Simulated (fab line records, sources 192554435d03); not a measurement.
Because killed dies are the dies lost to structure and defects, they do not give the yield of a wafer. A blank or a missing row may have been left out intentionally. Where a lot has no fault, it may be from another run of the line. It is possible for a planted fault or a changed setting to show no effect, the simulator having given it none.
fab line records -- flow n5_finfet
[record] lots = 9, wafers = 27, last_day = 18
route steps=1938 shown BEOL_M4@1023
lots that met no fault: from a run of the same line without faults
start_h: hours from the record's first day to the start of the lot's first wafer shown -- wait_h: how many hours have passed since the lot's step before this one -- " the same as in the row above -- L1.1+2: a row that stands for several wafers -- - value missing, or start not given -- * or withheld: withheld -- < > ~ a bound
route shown NAME@n: NAME is a module with steps in the file, n the number in the route of the first one -- usual: mean/standard deviation of fault-free wafers -- same: alike in all rows -- chamber/n: place in a boat -- sites: per-site readings -- _std_site: standard deviation across them -- _edge_site: inner sites' mean taken away from outer sites' mean -- radius_mm: how far each site lies from the wafer's centre -- mask NAME#n: copy n -- behind: the tool/chamber that last shaped the wafer -- hold: the reason the lot was held/the length of the hold in hours/how it ended -- device: the n, p or np transistor that did not switch -- end of line: at the end of the route, the tests of the same wafers -- a step without rows: its recipe alone -- killed: the dies lost at the first sort to structure and to defects; this is not the yield of the wafer -- map: per-die view of a wafer (x killed, . not killed, _ where there is no die)
set.NAME: setting as actually run; set.NAME@STEP: the setting as run at that earlier step -- model.NAME: the simulator's own value behind a step, which no gauge read
the route's steps for a sample of lots (tables are steps, rows are wafers)
services: from which hour (start_h, from the record's first day; less than 0 if before it) a tool's chamber was out of use, for how many hours, and why
[[steps]]
[step N5_BEOL_M4_PECVD_72]
[recipe] material = SiO2, target_thk_a = 160, temp_c = 400, precursor = TEOS/O2, pressure_torr = 5.5, rf_w = 450, teos_flow_sccm = 53.8, gas = O2, flow_sccm = 3000, time_s = 18
[usual] heater_power_outer_w = 416/54, heater_power_w = 686/84, showerhead_plenum_p_Torr = 8.78/0.08, showerhead_vpp_V = 1328/50, throttle_valve_pct = 22.5/1.1
lot.wafer,tool,chamber,start_h,wait_h,heater_power_outer_w,heater_power_w,showerhead_plenum_p_Torr,showerhead_vpp_V,throttle_valve_pct
L216.2,pecvd-03,1,155.56,0.0,474,730,8.80,1422,24.7
L216.3,pecvd-03,2,155.56,0.0,420,774,8.70,1278,20.8
L216.4,pecvd-03,2,155.56,0.0,420,761,8.71,1275,20.9
L217.1,pecvd-01,0,160.82,0.0,403,652,8.76,1259,22.3
L217.2,pecvd-01,1,160.82,0.0,403,657,8.88,1331,22.7
L217.5,pecvd-01,0,160.82,0.0,399,652,8.75,1274,22.2
L218.2,pecvd-02,2,171.91,0.0,365,611,8.73,1288,23.0
L218.4,pecvd-02,1,171.91,0.0,405,649,8.89,1411,23.6
L218.5,pecvd-02,2,171.91,0.0,366,627,8.71,1276,22.9
L221.1,pecvd-03,2,193.37,0.0,363,685,8.72,1254,21.1
L221.3,pecvd-03,0,193.37,0.0,511,857,8.83,1324,23.0
L221.5,pecvd-03,2,193.37,0.0,362,689,8.70,1270,20.9
L226.1,pecvd-01,1,206.55,0.0,398,640,8.89,1335,22.9
L226.3,pecvd-01,2,206.55,0.0,384,631,8.70,1344,21.2
L226.6,pecvd-01,0,206.55,0.0,448,714,8.75,1248,22.6
L224.1,pecvd-01,0,211.66,0.0,502,766,8.76,1264,22.3
L224.3,pecvd-01,2,211.66,0.0,356,615,8.70,1346,21.2
L224.5,pecvd-01,1,211.66,0.0,415,662,8.91,1334,22.7
L225.2,pecvd-01,2,215.93,0.1,382,637,8.69,1326,21.2
L225.5,pecvd-01,2,215.93,0.1,395,643,8.70,1339,21.1
L225.6,pecvd-01,0,215.93,0.1,412,646,8.75,1269,22.5
L233.3,pecvd-01,1,260.12,0.0,414,665,8.91,1331,22.6
L233.4,pecvd-01,2,260.12,0.0,409,671,8.69,1319,21.3
L233.6,pecvd-01,1,260.12,0.0,409,681,8.92,1324,22.7
L238.1,pecvd-03,1,289.48,0.0,395,614,8.82,1404,24.4
L238.3,pecvd-03,2,289.48,0.0,421,774,8.72,1258,21.0
L238.4,pecvd-03,2,289.48,0.0,440,775,8.73,1287,21.2
[step N5_BEOL_M4_ANNEAL_80]
[recipe] temp_c = 400, time_s = 240, ambient = vacuum
[usual] heater_power_w = 760/87, susceptor_temp_C_max = 401.0/0.42
lot.wafer,tool,chamber,start_h,wait_h,heater_power_w,susceptor_temp_C_max
L216.2,pvd_sputter-03,-,164.49,0.0,718,400.8
L216.3,pvd_sputter-03,-,164.49,0.0,751,401.2
L216.4,pvd_sputter-03,-,164.49,0.0,651,400.9
L217.1,pvd_sputter-01,-,171.42,0.0,650,401.4
L217.2,pvd_sputter-01,-,171.42,0.0,905,401.0
L217.5,pvd_sputter-01,-,171.42,0.0,802,400.5
L218.2,pvd_sputter-01,-,182.78,0.0,786,400.7
L218.4,pvd_sputter-01,-,182.78,0.0,618,400.3
L218.5,pvd_sputter-01,-,182.78,0.0,637,400.7
L221.1,pvd_sputter-02,-,208.23,0.0,785,401.9
L221.3,pvd_sputter-02,-,208.23,0.0,846,400.2
L221.5,pvd_sputter-02,-,208.23,0.0,831,401.9
L226.1,pvd_sputter-03,-,216.15,0.0,685,400.9
L226.3,pvd_sputter-03,-,216.15,0.0,731,401.9
L226.6,pvd_sputter-03,-,216.15,0.0,829,401.2
L224.1,pvd_sputter-02,-,224.63,0.0,820,401.1
L224.3,pvd_sputter-02,-,224.63,0.0,772,401.3
L224.5,pvd_sputter-02,-,224.63,0.0,832,401.4
L225.2,pvd_sputter-02,-,231.31,0.0,789,401.9
L225.5,pvd_sputter-02,-,231.31,0.0,845,401.7
L225.6,pvd_sputter-02,-,231.31,0.0,770,401.7
L233.3,pvd_sputter-02,-,267.57,0.0,769,401.5
L233.4,pvd_sputter-02,-,267.57,0.0,819,401.6
L233.6,pvd_sputter-02,-,267.57,0.0,834,401.0
L238.1,pvd_sputter-01,-,298.58,0.0,657,401.3
L238.3,pvd_sputter-01,-,298.58,0.0,768,400.2
L238.4,pvd_sputter-01,-,298.58,0.0,922,401.1
[step N5_BEOL_M4_ANNEAL_82]
[recipe] temp_c = 400, time_s = 240, ambient = vacuum
[usual] heater_power_w = 761/87, susceptor_temp_C_max = 401.0/0.46
lot.wafer,tool,chamber,start_h,wait_h,heater_power_w,susceptor_temp_C_max
L216.2,pvd_sputter-03,-,164.71,0.0,717,400.3
L216.3,pvd_sputter-03,-,164.71,0.0,751,400.9
L216.4,pvd_sputter-03,-,164.71,0.0,652,400.7
L217.1,pvd_sputter-01,-,171.64,0.0,655,401.4
L217.2,pvd_sputter-01,-,171.64,0.0,945,401.0
L217.5,pvd_sputter-01,-,171.64,0.0,772,400.5
L218.2,pvd_sputter-01,-,183.00,0.0,803,400.8
L218.4,pvd_sputter-01,-,183.00,0.0,607,400.6
L218.5,pvd_sputter-01,-,183.00,0.0,636,401.0
L221.1,pvd_sputter-02,-,208.45,0.0,765,401.5
L221.3,pvd_sputter-02,-,208.45,0.0,851,401.3
L221.5,pvd_sputter-02,-,208.45,0.0,846,401.1
L226.1,pvd_sputter-03,-,216.37,0.0,738,400.7
L226.3,pvd_sputter-03,-,216.37,0.0,747,401.2
L226.6,pvd_sputter-03,-,216.37,0.0,779,400.8
L224.1,pvd_sputter-02,-,224.85,0.0,835,400.8
L224.3,pvd_sputter-02,-,224.85,0.0,786,401.8
L224.5,pvd_sputter-02,-,224.85,0.0,833,401.5
L225.2,pvd_sputter-02,-,231.53,0.0,768,401.2
L225.5,pvd_sputter-02,-,231.53,0.0,857,401.9
L225.6,pvd_sputter-02,-,231.53,0.0,793,402.0
L233.3,pvd_sputter-02,-,267.79,0.0,755,401.8
L233.4,pvd_sputter-02,-,267.79,0.0,825,401.8
L233.6,pvd_sputter-02,-,267.79,0.0,858,400.8
L238.1,pvd_sputter-01,-,298.80,0.0,636,401.3
L238.3,pvd_sputter-01,-,298.80,0.0,795,400.0
L238.4,pvd_sputter-01,-,298.80,0.0,935,400.5
[step N5_BEOL_M4_ANNEAL_51]
[recipe] temp_c = 225, time_s = 90, ambient = N2
[usual] wafer_temp_C_max = 225.65/0.22
lot.wafer,tool,chamber,start_h,wait_h,wafer_temp_C_max
L216.2,rtp_anneal-01,0,166.19,0.1,225.48
L216.3,rtp_anneal-01,0,166.19,0.1,225.39
L216.4,rtp_anneal-01,0,166.19,0.1,225.55
L217.1,rtp_anneal-02,0,173.08,0.1,225.60
L217.2,rtp_anneal-02,0,173.08,0.1,225.86
L217.5,rtp_anneal-02,0,173.08,0.1,225.88
L218.2,rtp_anneal-01,0,184.59,0.2,225.32
L218.4,rtp_anneal-01,0,184.59,0.2,225.36
L218.5,rtp_anneal-01,0,184.59,0.2,225.62
L221.1,rtp_anneal-02,0,209.89,0.1,225.93
L221.3,rtp_anneal-02,0,209.89,0.1,226.06
L221.5,rtp_anneal-02,0,209.89,0.1,225.72
L226.1,rtp_anneal-01,0,217.80,0.1,225.37
L226.3,rtp_anneal-01,0,217.80,0.1,225.53
L226.6,rtp_anneal-01,0,217.80,0.1,225.53
L224.1,rtp_anneal-01,0,226.29,0.1,225.76
L224.3,rtp_anneal-01,0,226.29,0.1,225.67
L224.5,rtp_anneal-01,0,226.29,0.1,225.40
L225.2,rtp_anneal-01,0,233.01,0.1,225.51
L225.5,rtp_anneal-01,0,233.01,0.1,225.52
L225.6,rtp_anneal-01,0,233.01,0.1,225.68
L233.3,rtp_anneal-01,0,269.34,0.2,225.43
L233.4,rtp_anneal-01,0,269.34,0.2,225.92
L233.6,rtp_anneal-01,0,269.34,0.2,225.62
L238.1,rtp_anneal-01,0,300.24,0.1,225.52
L238.3,rtp_anneal-01,0,300.24,0.1,225.38
L238.4,rtp_anneal-01,0,300.24,0.1,225.59
[step N5_BEOL_M4_CMP_52]
[recipe] stop_on = SiOC, t_overpolish_s = 6.8, down_force_psi = 1, platen_rpm = 50, clearing_platen_down_force_psi = 1.5, clearing_platen_rpm = 50, post_cmp_clean = cu_alkaline, target_thk_nm = 40, clearing_platen_pad_velocity_m_s = 0.99484, pad_velocity_m_s = 0.99484
[usual] barrier_field_endpoint_s = 24.5/0.61, clearing_platen_down_force_psi = 1.500/0.003, motor_current_A = 6.3/0.49, slurry_flow_ml_min = 150.0/0.5
lot.wafer,tool,chamber,start_h,wait_h,barrier_field_endpoint_s,clearing_platen_down_force_psi,motor_current_A,slurry_flow_ml_min
L216.4,cmp-04,2,166.44,0.1,23.7,1.503,7.0,150.0
L216.2,cmp-04,3,166.44,0.1,23.0,1.499,5.6,149.7
L216.3,cmp-04,0,166.44,0.1,23.8,1.502,6.1,150.0
L217.2,cmp-03,3,173.37,0.2,24.9,1.503,6.5,149.9
L217.1,cmp-03,2,173.37,0.2,23.7,1.500,7.3,150.6
L217.5,cmp-03,0,173.37,0.2,25.1,1.498,5.8,149.9
L218.4,cmp-02,3,184.88,0.2,24.6,1.504,5.6,149.9
L218.2,cmp-02,0,184.88,0.2,24.1,1.497,5.9,149.7
L218.5,cmp-02,2,184.88,0.2,23.2,1.499,6.8,150.7
L221.1,cmp-02,1,210.19,0.3,24.2,1.510,6.6,149.8
L221.3,cmp-02,2,210.19,0.3,24.3,1.500,7.0,150.4
L221.5,cmp-02,2,210.19,0.3,24.6,1.498,6.5,150.7
L226.1,cmp-02,0,218.14,0.3,24.4,1.498,5.9,150.1
L226.3,cmp-02,1,218.14,0.3,24.2,1.505,6.6,149.1
L226.6,cmp-02,3,218.14,0.3,24.6,1.500,5.6,150.1
L224.3,cmp-03,0,226.60,0.2,24.2,1.503,5.1,149.8
L224.1,cmp-03,3,226.60,0.2,24.6,1.495,6.2,149.5
L224.5,cmp-03,1,226.60,0.2,25.0,1.495,6.5,150.1
L225.2,cmp-04,2,233.34,0.3,23.4,1.507,6.7,149.8
L225.6,cmp-04,0,233.34,0.3,24.1,1.502,6.7,149.9
L225.5,cmp-04,1,233.34,0.3,24.3,1.499,6.2,149.2
L233.3,cmp-04,0,269.55,0.2,24.9,1.496,6.5,150.3
L233.4,cmp-04,2,269.55,0.2,31.0,1.501,6.8,149.6
L233.6,cmp-04,0,269.55,0.2,32.0,1.501,6.5,149.4
L238.1,cmp-03,1,300.54,0.3,24.9,1.498,6.3,149.3
L238.3,cmp-03,3,300.54,0.3,24.9,1.496,6.2,149.7
L238.4,cmp-03,0,300.54,0.3,25.1,1.501,5.8,149.7
[step N5_BEOL_M4_RC_MEAS_101]
[usual] DIBL_N = 36.5/1.4, DIBL_P = 36.6/1.6, IOFF_N = 0.160/0.024, IOFF_P = 0.217/0.029, ION_N = 674/8.7, ION_P = 464/6.5, SS_N = 71.6/0.47, SS_P = 73.4/0.57, VT_N = 250.0/2.5, VT_P = -250/3.1
lot.wafer,tool,chamber,start_h,wait_h,DIBL_N[mV/V],DIBL_P[mV/V],IOFF_N[nA/um],IOFF_P[nA/um],ION_N[uA/um],ION_P[uA/um],SS_N[mV/dec],SS_P[mV/dec],VT_N[mV],VT_P[mV]
L216.2,prober-02,0,167.21,0.2,38.0,37.7,0.172,0.236,676,466,71.7,72.8,250.4,-248
L216.3,prober-02,0,167.21,0.2,39.3,38.8,0.190,0.250,676,466,72.2,73.7,247.5,-247
L216.4,prober-02,0,167.21,0.2,36.9,36.6,0.149,0.218,673,468,71.5,73.6,252.5,-250
L217.1,prober-02,0,174.07,0.0,34.3,35.8,0.140,0.193,663,465,71.6,72.8,250.5,-251
L217.2,prober-02,0,174.07,0.0,35.2,36.7,0.143,0.203,666,461,71.8,72.6,251.5,-251
L217.5,prober-02,0,174.07,0.0,35.5,36.3,0.152,0.208,671,462,71.7,73.3,249.1,-249
L218.2,prober-01,0,185.60,0.2,36.9,37.8,0.177,0.222,669,460,71.7,73.2,248.6,-249
L218.4,prober-01,0,185.60,0.2,34.8,34.3,0.138,0.175,678,463,70.9,73.1,253.1,-252
L218.5,prober-01,0,185.60,0.2,37.4,37.7,0.188,0.220,690,466,71.8,74.0,247.8,-250
L221.1,prober-02,0,210.82,0.0,38.8,39.8,0.211,0.253,694,465,72.7,74.1,248.9,-249
L221.3,prober-02,0,210.82,0.0,35.9,36.3,0.160,0.196,677,457,71.2,73.5,250.0,-253
L221.5,prober-02,0,210.82,0.0,37.8,38.6,0.187,0.226,679,460,70.8,74.0,249.7,-253
L226.1,prober-02,0,218.91,0.2,38.4,37.1,0.194,0.234,675,462,71.9,73.4,245.2,-250
L226.3,prober-02,0,218.91,0.2,37.3,36.7,0.182,0.243,687,467,71.9,74.1,248.5,-250
L226.6,prober-02,0,218.91,0.2,37.9,36.9,0.184,0.232,680,469,71.9,73.7,245.5,-251
L224.1,prober-01,0,227.21,0.0,36.3,37.3,0.169,0.261,678,474,71.1,74.2,248.6,-245
L224.3,prober-01,0,227.21,0.0,37.1,37.9,0.187,0.267,673,474,72.0,73.4,245.1,-243
L224.5,prober-01,0,227.21,0.0,36.9,37.7,0.176,0.256,689,474,71.9,73.4,248.4,-244
L225.2,prober-02,0,234.03,0.2,36.5,33.8,0.151,0.192,676,461,71.2,72.1,250.4,-251
L225.5,prober-02,0,234.03,0.2,36.8,35.0,0.151,0.203,678,468,71.1,73.8,249.4,-251
L225.6,prober-02,0,234.03,0.2,37.5,35.5,0.163,0.220,677,466,71.2,73.2,249.3,-248
L233.3,prober-02,0,270.46,0.3,35.3,34.2,0.112,0.167,653,454,71.0,72.3,253.4,-255
L233.4,prober-02,0,270.46,0.3,36.1,35.6,0.127,0.185,663,462,71.2,73.1,254.9,-252
L233.6,prober-02,0,270.46,0.3,35.7,35.5,0.127,0.185,666,462,71.4,73.3,253.7,-252
L238.1,prober-01,0,301.14,0.0,35.8,38.6,0.164,0.217,677,454,71.6,73.5,248.1,-249
L238.3,prober-01,0,301.14,0.0,34.8,37.1,0.143,0.193,677,461,70.9,73.4,252.1,-250
L238.4,prober-01,0,301.14,0.0,37.9,40.1,0.199,0.236,686,458,73.0,74.4,248.2,-249
[[services]]
tool,chamber,start_h,hours,kind
pecvd-01,1,145.26,4.8,repair
pvd_sputter-03,-,168.44,10.5,repair
cmp-02,-,172.36,4.9,pm
pecvd-03,1,182.27,23.1,repair
cmp-02,-,194.36,2.7,repair
cmp-04,-,194.47,1.4,repair
cmp-03,-,198.27,1.0,repair
pecvd-03,-,204.38,14.6,pm
cmp-02,-,218.33,5.7,pm
cmp-04,-,220.43,0.9,repair
cmp-04,-,223.47,4.0,pm
cmp-04,-,227.47,-,consumable_replace:conditioner
cmp-04,-,227.47,-,consumable_replace:pad
pecvd-02,-,227.83,0.8,repair
cmp-02,-,247.72,1.5,repair
pecvd-03,2,250.98,2.1,scheduled_down
cmp-02,-,263.21,4.0,pm
cmp-02,-,267.21,-,consumable_replace:conditioner
pecvd-01,1,273.93,5.5,scheduled_down
pecvd-03,-,275.77,0.4,repair
pecvd-03,-,280.65,5.5,pm
cmp-04,-,281.99,2.7,repair
cmp-03,-,282.73,4.0,pm
cmp-04,-,298.99,5.5,pm
[[key]]
[first_sign] step = N5_BEOL_M4_CMP_52, reading = barrier_field_endpoint_s, direction = up, sigmas = 12, usual = 24.5, struck = 31.5
effect none on later readings
met_at N5_BEOL_M4_PECVD_72
struck_lots L233
struck_wafers L233.4,L233.6
not_acting_at N5_BEOL_M4_ANNEAL_80,N5_BEOL_M4_ANNEAL_82,N5_BEOL_M4_ANNEAL_51
onset_between 215.93 260.12
[fault] kind = process_parameter_drift, tool = pecvd-01, chamber = -, onset_h = 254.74, steps = N5_BEOL_M4_PECVD_72, channel = time_s, offset = *, shape = step, end_h = 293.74, scope = struck_wafers_only, acts_in = *, stated = *
